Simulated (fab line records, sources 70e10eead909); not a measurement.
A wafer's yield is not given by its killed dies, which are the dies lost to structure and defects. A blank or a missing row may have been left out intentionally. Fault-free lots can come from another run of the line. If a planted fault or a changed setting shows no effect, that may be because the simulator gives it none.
Matching of chambers || flow nand-harc || rie-diel-04 running NHARC_P_GATE_DESCUM_61: 4 sister chambers
The step chemistry O2, time 3 s. 8 wafers are shown with their chamber, then 12 later ones without.

## EACH WAFER AND ITS CHAMBER
{"wafer": "L080.5", "chamber": 3, "showerhead-plenum-p-Torr (Torr)": 1.84, "drypump-motor-current-A (A)": 5.3}
{"wafer": "L083.3", "chamber": 2, "showerhead-plenum-p-Torr (Torr)": 1.91, "drypump-motor-current-A (A)": 5.9}
{"wafer": "L083.5", "chamber": 0, "showerhead-plenum-p-Torr (Torr)": 1.92, "drypump-motor-current-A (A)": 5.6}
{"wafer": "L085.1", "chamber": 2, "showerhead-plenum-p-Torr (Torr)": 1.90, "drypump-motor-current-A (A)": 5.8}
{"wafer": "L085.2", "chamber": 3, "showerhead-plenum-p-Torr (Torr)": 1.84, "drypump-motor-current-A (A)": 5.2}
{"wafer": "L084.2", "chamber": 0, "showerhead-plenum-p-Torr (Torr)": 1.92, "drypump-motor-current-A (A)": 5.6}
{"wafer": "L084.3", "chamber": 1, "showerhead-plenum-p-Torr (Torr)": 1.93, "drypump-motor-current-A (A)": 4.9}
{"wafer": "L084.6", "chamber": 1, "showerhead-plenum-p-Torr (Torr)": 1.93, "drypump-motor-current-A (A)": 4.9}

## WAFERS WITHOUT THEIR CHAMBER
{"wafer": "L084.1", "showerhead-plenum-p-Torr (Torr)": 1.91, "drypump-motor-current-A (A)": 5.8}
{"wafer": "L084.4", "showerhead-plenum-p-Torr (Torr)": 1.84, "drypump-motor-current-A (A)": 5.2}
{"wafer": "L084.5", "showerhead-plenum-p-Torr (Torr)": 1.92, "drypump-motor-current-A (A)": 5.6}
{"wafer": "L087.2", "showerhead-plenum-p-Torr (Torr)": 1.84, "drypump-motor-current-A (A)": 5.2}
{"wafer": "L087.4", "showerhead-plenum-p-Torr (Torr)": 1.90, "drypump-motor-current-A (A)": 5.8}
{"wafer": "L087.5", "showerhead-plenum-p-Torr (Torr)": 1.84, "drypump-motor-current-A (A)": 5.3}
{"wafer": "L091.2", "showerhead-plenum-p-Torr (Torr)": 1.84, "drypump-motor-current-A (A)": 5.3}
{"wafer": "L091.3", "showerhead-plenum-p-Torr (Torr)": 1.92, "drypump-motor-current-A (A)": 4.9}
{"wafer": "L091.4", "showerhead-plenum-p-Torr (Torr)": 1.92, "drypump-motor-current-A (A)": 5.6}
{"wafer": "L092.3", "showerhead-plenum-p-Torr (Torr)": 1.92, "drypump-motor-current-A (A)": 5.6}
{"wafer": "L092.4", "showerhead-plenum-p-Torr (Torr)": 1.92, "drypump-motor-current-A (A)": 4.9}
{"wafer": "L092.6", "showerhead-plenum-p-Torr (Torr)": 1.83, "drypump-motor-current-A (A)": 5.2}

## CHAMBER TAKEN BY EACH
{"wafer": "L084.1", "from the rows above": 2, "in truth": 2}
{"wafer": "L084.4", "from the rows above": 3, "in truth": 3}
{"wafer": "L084.5", "from the rows above": 0, "in truth": 0}
{"wafer": "L087.2", "from the rows above": 3, "in truth": 3}
{"wafer": "L087.4", "from the rows above": 2, "in truth": 2}
{"wafer": "L087.5", "from the rows above": 3, "in truth": 3}
{"wafer": "L091.2", "from the rows above": 3, "in truth": 3}
{"wafer": "L091.3", "from the rows above": 1, "in truth": 1}
{"wafer": "L091.4", "from the rows above": 0, "in truth": 0}
{"wafer": "L092.3", "from the rows above": 0, "in truth": 0}
{"wafer": "L092.4", "from the rows above": 1, "in truth": 1}
{"wafer": "L092.6", "from the rows above": 3, "in truth": 3}
12 of 12 placed correctly. Number that these rows cannot place: 0. 0 placed wrongly.
How it was worked out, from the rows above alone: a wafer's distance from a chamber is the root of the sum, over the readings, of the square of ((its reading less the chamber's mean) divided by the reading's scatter). The wafer belongs to the nearest chamber; if the next one is less than 2 further off, it can't be placed. Each chamber's mean is taken over the wafers shown for it. The scatter: take each reading less its chamber's mean, square it, sum over the shown wafers, divide by the number of wafers less the number of chambers, and take the root.
